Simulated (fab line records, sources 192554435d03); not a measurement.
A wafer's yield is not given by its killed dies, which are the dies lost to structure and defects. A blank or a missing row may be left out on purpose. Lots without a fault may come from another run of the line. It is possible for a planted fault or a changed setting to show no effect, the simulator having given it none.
Struck lot and sound lot, side by side :: flow n5_finfet :: 33 out of 1938 route steps
Sound: these wafers, L557.2, L557.4, L557.5. Wafers L577.3, L577.4, L577.6 were the ones struck. The cause comes at the end.
At each step with rows: each side's tool, then ch and its chambers, then its first start. Under that, the readings that differ: sound wafers :: struck wafers :: difference of the means :: sigmas: that difference in standard deviations of wafers without a fault.
alike: words and numbers the same on both sides, and readings whose means are apart by under 2 such deviations; not compared: readings that were withheld, readings missing a value for some wafer, numbers with overlapping values and no deviation given by the record, and bounds like >300 which may hide the same value.
The two part at a step that has a row with sigmas, a row that says differs or no value, or rows on one side only. Numbers that don't overlap but have no deviation are shown without sigmas and don't part them. A reading missing from all wafers of one side parts the sides only when that side holds two or more wafers.

first, 10 steps without rows for these wafers: N5_SD_EPI_P_PRECLEAN_51 (cleans in NF3:NH3, afs cycles 1, time 20 s, sublimation time 60 s); N5_SD_EPI_P_VAPOR_ETCH_44 (etches SiGe30 in NF3/Ar, time 3.3 s); N5_SD_EPI_P_EPI_21 (deposits SiGe:B, time 355 s); N5_SD_EPI_P_HM_STRIP_48 (strips SiNx in H3PO4, material SiNx, target depth 3 nm); N5_SD_EPI_P_SRD_49 (time 30 s); N5_SD_EPI_P_PRECLEAN_24 (cleans in O3/DIW, time 45 s); N5_SD_EPI_P_PRECLEAN_32 (cleans in dHF, time 10 s); N5_SD_EPI_P_PRECLEAN_33 (cleans in SC2, time 45 s); N5_SD_EPI_P_SRD_25 (time 30 s); N5_SD_ACTIVATION_RTA_00 (time 0 s).
N5_SD_ACTIVATION_LSA_01: time 0.0008 s.
  sound on laser_anneal-02 ch 0, day 3 14:06; struck on laser_anneal-01 ch 0, day 8 11:48
reading: wafer_temp_C_max
sound: 1082.0 1085.1 1083.1
struck: 1116.0 1116.4 1117.9
difference: +33.4
sigmas: +18
N5_SD_ACTIVATION_RS_MEAS_03: measures by four-point-probe.
  sound on film_metro-01 at day 3 14:17; struck on film_metro-01 at day 8 11:59
reading: RS_SD_N (ohm/sq)
sound: 22.1 22.1 22.1
struck: 18.9 18.8 18.9
difference: -3.2
sigmas: -9
  alike: RS_SD_P
then, 19 steps without rows for these wafers: N5_ILD0_LINER_00 (material SiNx, target thk 4 nm, pulse time 1 s, purge time 2 s); N5_ILD0_FCVD_FILL_01 (material SiO2 flowable, target thk 200 nm, time 328.3 s); N5_ILD0_CURE_02 (time 1800 s); N5_ILD0_CMP_03 (polishes, stops on SiNx, t overpolish 1.9 s, target thk 197.38 nm); N5_ILD0_CMP_07 (polishes SiO2 flowable, stops on poly-Si, t overpolish 1.18 s, target thk 138.88 nm); N5_ILD0_PRECLEAN_10 (cleans in NF3:NH3, afs cycles 5, time 20 s, sublimation time 60 s); N5_ILD0_ALD_15 (deposits SiNx, target thk 24 nm, pulse time 1 s, ald cycles 480); N5_ILD0_CMP_12 (polishes SiNx, stops on poly-Si, t overpolish 6 s, target thk 17.67 nm); N5_SDB_HM_DEP_00 (deposits SiNx from SiH4/NH3/N2, target thk 40 nm, time 35.3 s); N5_SDB_COAT_03 (time 60 s, resist thk 100 nm); N5_SDB_COAT_04 (time 60 s, resist thk 18 nm); N5_SDB_COAT_05 (resist thk 90 nm); N5_SDB_EBR_07; N5_SDB_SOFTBAKE_06 (time 60 s); N5_SDB_EXPOSE_08 (exposes mask SDB); N5_SDB_PEB_09 (peb time 60 s); N5_SDB_DEVELOP_10 (develop time 30 s); N5_SDB_DESCUM_16 (chemistry O2, time 7.9 s); N5_SDB_ETCH_17 (etches SiARC in CF4, target depth 23.4 nm, time 39 s).
-- the record jumps here: 5 days lie between the struck wafers' starts before and after (it left off in module SDB and takes up again in module BEOL_M4, whose first step shown is number 1111 of the route) --
N5_BEOL_M4_RC_MEAS_101:
  sound on prober-02 ch 0, day 8 14:52; struck on prober-02 ch 0, day 13 11:20
reading: IOFF_P_LONG (nA/um)
sound: 0.000109 0.000105 0.000104
struck: 0.000149 0.000157 0.00015
difference: +0.000046
sigmas: +6

reading: RC_DENSE_N (ohm.um)
sound: 19.0 18.7 19.4
struck: 16.4 15.5 15.8
difference: -3.1
sigmas: -6

reading: RC_N (ohm.um)
sound: 15.6 15.4 15.9
struck: 13.4 12.6 13.0
difference: -2.6
sigmas: -6

reading: REXT_N (ohm.um)
sound: 75.9 76.6 77.1
struck: 70.7 70.3 70.7
difference: -6.0
sigmas: -4

reading: RS_SD_N (ohm/sq)
sound: 28.4 29.0 28.8
struck: 24.8 24.7 24.7
difference: -4.0
sigmas: -9
  alike: DIBL_N, DIBL_P, IOFF_N, IOFF_P, ION_N, ION_P, SS_N, SS_P, VT_N, VT_P
-- record jumps: 5 days separate the struck wafers' starts on either side; left off in module BEOL_M4, taken up again in module PASSIVATION, whose first shown step is the route's number 1936 --
N5_PASSIVATION_PROBE_49:
  sound on prober-02 at day 13 02:23; struck on prober-02 at day 18 08:26
reading: killed_at_other
sound: 0 0 1
struck: 10 3 11
difference: +8
sigmas: +2
  alike: defect_limited_yield, killed_at_M0_to_M3, killed_at_M4_up, killed_at_contacts, killed_at_front_end, killed_dies, killed_open, killed_short, sort_bin_5_function, sort_bin_6_memory, sort_n_pass, sort_yield_pct

== WHERE THEY PART ==
First at N5_SD_ACTIVATION_LSA_01; last, within this record, at N5_PASSIVATION_PROBE_49.

WHY: what had been put in by the simulator
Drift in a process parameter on laser_anneal-01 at N5_SD_ACTIVATION_LSA_01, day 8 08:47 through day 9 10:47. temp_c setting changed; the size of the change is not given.
